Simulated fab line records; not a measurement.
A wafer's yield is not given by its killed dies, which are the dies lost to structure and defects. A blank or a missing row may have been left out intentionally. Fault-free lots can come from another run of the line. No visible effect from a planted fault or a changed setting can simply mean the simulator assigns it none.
Chamber matching | flow n5-finfet | N5_FIN_SAQP_ALD_61 on ald-sin-01 has 4 sister chambers
The step deposits SiO2, target thk 4 nm, pulse time 1 s, purge time 2 s. 14 wafers are shown with their chamber, then 7 later ones without.

## WAFERS, EACH WITH ITS CHAMBER
wafer  | chamber | heater-power-w (W) | precursor-pulse-height-rel
L565.1 | 0       | 482                | 0.973
L565.2 | 1       | 489                | 1.020
L565.3 | 3       | 508                | 1.002
L569.1 | 0       | 486                | 1.001
L569.3 | 3       | 511                | 0.986
L569.6 | 0       | 473                | 1.015
L570.2 | 2       | 419                | 0.992
L570.3 | 3       | 506                | 0.989
L570.5 | 1       | 499                | 1.020
L575.3 | 1       | 500                | 1.014
L575.4 | 3       | 488                | 1.019
L575.5 | 2       | 458                | 0.956
L580.1 | 1       | 506                | 0.994
L580.2 | 0       | 439                | 0.999

SIGNATURES (averages over the wafers above)
reading                    | chamber 0 | chamber 1 | chamber 2 | chamber 3 | scatter within a chamber
heater-power-w             | 470.00    | 498.50    | 438.50    | 503.25    | 16.1
precursor-pulse-height-rel | 0.99700   | 1.01200   | 0.97400   | 0.99900   | 0.0164
Rule: a wafer lies at a distance from a chamber equal to the root of the sum of squares, over the readings, of (its reading less the chamber's mean, divided by the reading's scatter). If the next closest chamber is less than 2 further off than the closest, the wafer can't be placed; otherwise it belongs to the closest. The scatter: the root of (the sum of the squares of (reading less its chamber's mean) over the shown wafers, divided by (wafers less chambers)).

## WAFERS MISSING THEIR CHAMBER
wafer  | heater-power-w (W) | precursor-pulse-height-rel
L580.5 | 505                | 1.030
L584.2 | 489                | 1.022
L584.5 | 443                | 0.997
L584.6 | 484                | 1.000
L585.1 | 486                | 1.017
L585.4 | 496                | 0.995
L585.6 | 501                | 0.999

## CHAMBER TAKEN BY EACH
wafer  | from the rows above          | in truth
L580.5 | can't be placed: 1 or 3 or 0 | 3
L584.2 | can't be placed: 1 or 3 or 0 | 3
L584.5 | can't be placed: 2 or 0      | 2
L584.6 | can't be placed: 0 or 1 or 3 | 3
L585.1 | can't be placed: 1 or 3 or 0 | 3
L585.4 | can't be placed: 3 or 1 or 0 | 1
L585.6 | can't be placed: 3 or 1 or 0 | 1
Placed correctly: 0 of 7. Can't be placed from these rows: 7 (the true chamber is among the candidates in 7). Wrongly placed: 0.
